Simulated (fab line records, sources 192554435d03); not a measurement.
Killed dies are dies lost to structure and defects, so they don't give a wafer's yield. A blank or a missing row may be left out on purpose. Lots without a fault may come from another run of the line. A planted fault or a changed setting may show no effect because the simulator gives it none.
Chamber matching | flow n5_finfet | N5_MOL_CONTACT_COAG_ETCH_110 on rie_diel-03: 4 sister chambers
The step etches Si in CF4/O2, target depth 2.5 nm, time 8 s. 8 wafers are shown with their chamber, then 9 later ones without.

WAFERS WITH THEIR CHAMBER
wafer  | chamber | drypump_motor_current_A (A) | showerhead_plenum_p_Torr (Torr)
L077.3 | 1       | 5.3                         | 2.30
L078.6 | 0       | 5.6                         | 2.15
L079.1 | 0       | 5.5                         | 2.14
L079.4 | 3       | 5.9                         | 2.35
L079.5 | 2       | 6.1                         | 2.22
L084.2 | 2       | 6.1                         | 2.21
L084.3 | 1       | 5.3                         | 2.30
L084.6 | 3       | 5.9                         | 2.35

WAFERS WITHOUT THEIR CHAMBER
wafer  | drypump_motor_current_A (A) | showerhead_plenum_p_Torr (Torr)
L088.1 | 5.5                         | 2.14
L088.4 | 5.3                         | 2.30
L088.5 | 5.3                         | 2.30
L089.1 | 6.1                         | 2.21
L089.2 | 5.5                         | 2.14
L089.6 | 5.3                         | 2.29
L094.1 | 6.1                         | 2.21
L094.2 | 5.9                         | 2.34
L094.4 | 5.3                         | 2.29

WHICH CHAMBER EACH WENT THROUGH
wafer  | from the rows above | in truth
L088.1 | 0                   | 0
L088.4 | 1                   | 1
L088.5 | 1                   | 1
L089.1 | 2                   | 2
L089.2 | 0                   | 0
L089.6 | 1                   | 1
L094.1 | 2                   | 2
L094.2 | 3                   | 3
L094.4 | 1                   | 1
Placed correctly: 9 of 9. Can't be placed from these rows: 0. Placed wrongly: 0.
How it was worked out, from the rows above alone: a wafer's distance from a chamber is the root of the sum, over the readings, of the square of ((its reading less the chamber's mean) divided by the reading's scatter). The wafer belongs to the nearest chamber; if the next one is less than 2 further off, it can't be placed. A chamber's mean is the mean of its shown wafers. The scatter: the root of (the sum of the squares of (reading less its chamber's mean) over the shown wafers, divided by (wafers less chambers)).
